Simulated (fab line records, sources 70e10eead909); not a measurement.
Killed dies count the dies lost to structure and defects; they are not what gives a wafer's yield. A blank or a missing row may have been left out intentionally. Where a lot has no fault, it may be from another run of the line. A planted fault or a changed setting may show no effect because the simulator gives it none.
Comparing a struck lot with a sound one / flow nand-harc / 40 out of 1302 route steps
Sound: wafers L322.4, L322.5, L322.6. Struck: wafer L332.1. (L332.2, L332.6 of the same lot were not struck and are left out.) The cause comes at the end.
Each step with rows lists, per side, the tool, then ch with its chambers, then its first start. Under that, the readings that differ: sound wafers / struck wafers / difference of the means / sigmas: that difference in standard deviations of wafers without a fault.
alike: readings with means less than 2 such deviations apart, plus words and numbers identical on both sides. not compared: withheld readings, readings lacking a value on some wafer, bounds such as >300 that could conceal the same value, and numbers that have no deviation in the record and whose values overlap.
A row with sigmas, a row that says differs or no value, or rows on one side alone: a step with any of these is where the two part. When numbers do not overlap yet have no deviation, they are printed without sigmas and do not part them. A reading that every wafer of one side lacks parts them only if that side has two wafers or more.

first, 1 step without rows for these wafers: NHARC_P_CONTACT_ETCH_35 (etches the open film in CF4, target depth 39 nm, time 65 s).
NHARC_P_CONTACT_ETCH_36: etches the open film in N2/H2, target depth 260 nm, time 406.25 s.
  sound on rie-diel-08 ch 1,2,3; struck on rie-diel-11 ch 2
reading=throttle-valve-pct (%); sound=14.163 14.150 14.169; struck=14.188; difference=+0.027; sigmas=+3
  alike: drypump-motor-current-A, h2-flow-sccm, oes-product-au, rf-vpp-V, showerhead-plenum-p-Torr
  not compared: rf-hours-counter-h
then, 2 steps without rows for these wafers: NHARC_P_CONTACT_ETCH_18 (etches the open film in C4F8/O2/Ar, target depth 481 nm, time 240.5 s); NHARC_P_CONTACT_STRIP_37 (strips in C4F8/O2/Ar).
NHARC_P_CONTACT_ETCH_31: etches the open film in CH3F/O2, target depth 30 nm, time 85.7 s.
  sound on rie-diel-08 ch 0,1,2; struck on rie-diel-11 ch 1
  alike: drypump-motor-current-A, oes-product-au, rf-vpp-V, showerhead-plenum-p-Torr, throttle-valve-pct
  not compared: rf-hours-counter-h
NHARC_P_CONTACT_CD_MEAS_19:
  sound: cd-sem-03 at day 8 11:11; struck: cd-sem-01 at day 12 18:09
  alike: cd-nm
then, 5 steps without rows for these wafers: NHARC_P_CONTACT_STRIP_28 (strips in O2); NHARC_P_CONTACT_STRIP_29 (strips in post etch residue remover, time 1200 s); NHARC_P_CONTACT_DEGAS_38 (time 60 s); NHARC_P_CONTACT_PRE_CLEAN_39 (time 19.5 s); NHARC_P_CONTACT_PVD_32 (deposits Ti, target thk 5 nm, time 17.7 s).
NHARC_P_CONTACT_ALD_22: deposits TiN, target thk 3 nm, pulse time 1 s, ald cycles 150.
  sound on ald-metal-01 ch 0,1,2, day 8 12:13; struck on ald-metal-02 ch 2, day 12 19:07
  alike: heater-power-w, precursor-pulse-height-rel
NHARC_P_CONTACT_CVD_23: deposits W, target thk 200 nm, time 557 s.
  sound on cvd-w-02 ch 0,1, day 8 12:38; struck on cvd-w-02 ch 0, day 12 19:19
  alike: heater-power-w, throttle-valve-pct
then, 12 steps without rows for these wafers: NHARC_P_CONTACT_CMP_24 (polishes, t overpolish 30 s, target thk 200 nm); NHARC_P_CONTACT_SRD_26; NHARC_P_M0_DEP_00 (deposits SiOC, target thk 150 nm); NHARC_P_M0_DEHYDRATE_01 (time 120 s); NHARC_P_M0_HMDS_02 (time 30 s); NHARC_P_M0_COAT_33 (time 65 s); NHARC_P_M0_COAT_03 (resist thk 90 nm); NHARC_P_M0_SOFTBAKE_04 (time 55 s); NHARC_P_M0_EBR_05; NHARC_P_M0_EXPOSE_06 (exposes mask P M0, target cd 90 nm); NHARC_P_M0_PEB_07 (peb time 65 s); NHARC_P_M0_DEVELOP_08 (develop time 35 s).
NHARC_P_M0_CD_MEAS_09: the cd target is 90 nm.
  sound on cd-sem-01 ch 0, day 8 14:13; struck on cd-sem-02 ch 0, day 12 21:16
  alike: cd-nm
NHARC_P_M0_OVL_MEAS_10: pitch 180 nm.
  sound: overlay-01 at day 8 14:18; struck: overlay-02 at day 12 21:22
  alike: overlay-x-nm, overlay-y-nm
then, 2 steps without rows for these wafers: NHARC_P_M0_DESCUM_14 (chemistry O2, time 3 s); NHARC_P_M0_ETCH_34 (etches the open film in N2/H2, target depth 40 nm, overetch 12 nm, time 43.94 s).
NHARC_P_M0_ETCH_15: etches the open film in C4F8/Ar, target depth 150 nm, overetch 15 nm, time 82.5 s.
  sound on rie-diel-12 ch 1,2,3; struck on rie-diel-12 ch 0
  alike: oes-product-au, rf-vpp-V
  not compared: rf-hours-counter-h
NHARC_P_M0_CD_MEAS_16:
  sound: cd-sem-01 at day 8 14:42; struck: cd-sem-02 at day 12 22:14
  alike: cd-nm
then, 3 steps without rows for these wafers: NHARC_P_M0_STRIP_18 (strips in N2/H2); NHARC_P_M0_STRIP_19 (strips in post etch residue remover, time 600 s); NHARC_P_M0_DEGAS_28 (time 60 s).
NHARC_P_M0_PRE_CLEAN_29: time 30 s.
  sound on pvd-sputter-03; struck on pvd-sputter-03
  alike: heater-power-w
then, 4 steps without rows for these wafers: NHARC_P_M0_PVD_20 (deposits TaN, target thk 5 nm, time 8.06 s); NHARC_P_M0_PVD_21 (deposits Cu, target thk 30 nm, time 20.49 s); NHARC_P_M0_ECD_22 (material Cu, target thk 400 nm); NHARC_P_M0_ANNEAL_30 (time 90 s).
-- the record jumps here: 18 days lie between the struck wafers' starts before and after (it left off in module P_M0 and takes up again in module END, whose first step shown is number 1302 of the route) --
NHARC_END_SORT_01:
  at this point the record logs the struck wafers (prober-02 ch 0, day 30 18:48) and has no rows for the sound ones

## WHERE THEY PART
First at NHARC_P_CONTACT_ETCH_36; last, within this record, at NHARC_END_SORT_01.

WHY: the cause the simulator had injected
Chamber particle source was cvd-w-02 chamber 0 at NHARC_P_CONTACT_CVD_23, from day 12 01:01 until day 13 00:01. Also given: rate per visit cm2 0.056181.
